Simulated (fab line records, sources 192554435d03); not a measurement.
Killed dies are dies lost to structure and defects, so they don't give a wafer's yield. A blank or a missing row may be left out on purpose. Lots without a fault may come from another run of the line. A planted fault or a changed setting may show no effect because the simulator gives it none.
One fault seen from 2 desks | flow n5_finfet | each desk has only its own numbers; what lay behind them comes last

THE TOOL OWNER'S DESK: pvd_sputter-03
The tool's own readings at N5_BEOL_M0_PRE_CLEAN_113 (time 30 s): means of the sampled wafers that have a number, for each lot that ran on this tool. A lot is out of limits, marked OUT, if its mean lies more than 4 standard deviations from the usual mean; the brackets give that distance.
Columns: A = heater_power_w at N5_BEOL_M0_PRE_CLEAN_113, usual 325 W
lot  | first seen here | A
L912 | day 6 22:09     | 321
L913 | day 7 01:45     | 317
L914 | day 7 10:31     | 329
L921 | day 9 04:08     | 322
L923 | day 9 14:33     | 338
This desk's finding: nothing out of limits on any of the 5 lots.

THE METROLOGY DESK
What the gauges read, lot by lot, whatever tool the lot ran on: means of the sampled wafers that have a number. A lot is out of limits, marked OUT, if its mean lies more than 4 standard deviations from the usual mean; the brackets give that distance.
Columns: A = PAD_OVL at N5_PASSIVATION_OVL_MEAS_63, usual 2 nm
lot  | first seen here | A
L908 | day 11 19:24    | 2
L909 | day 11 22:44    | 0
L910 | day 12 15:34    | 7
L913 | day 12 21:12    | 4
L912 | day 12 21:26    | 3
L911 | day 13 02:23    | -0
L914 | day 13 08:43    | 3
L921 | day 15 13:28    | -4
L923 | day 16 13:00    | 3
L925 | day 16 21:47    | 2
L928 | day 17 17:30    | 1
L926 | day 17 20:52    | -5
L930 | day 18 09:40    | -1
This desk's finding: nothing out of limits on any of the 13 lots.

PUT TOGETHER
The tool owner's desk saw nothing out of limits.
The metrology desk saw nothing out of limits.

WHAT THE SIMULATOR HAD PUT IN
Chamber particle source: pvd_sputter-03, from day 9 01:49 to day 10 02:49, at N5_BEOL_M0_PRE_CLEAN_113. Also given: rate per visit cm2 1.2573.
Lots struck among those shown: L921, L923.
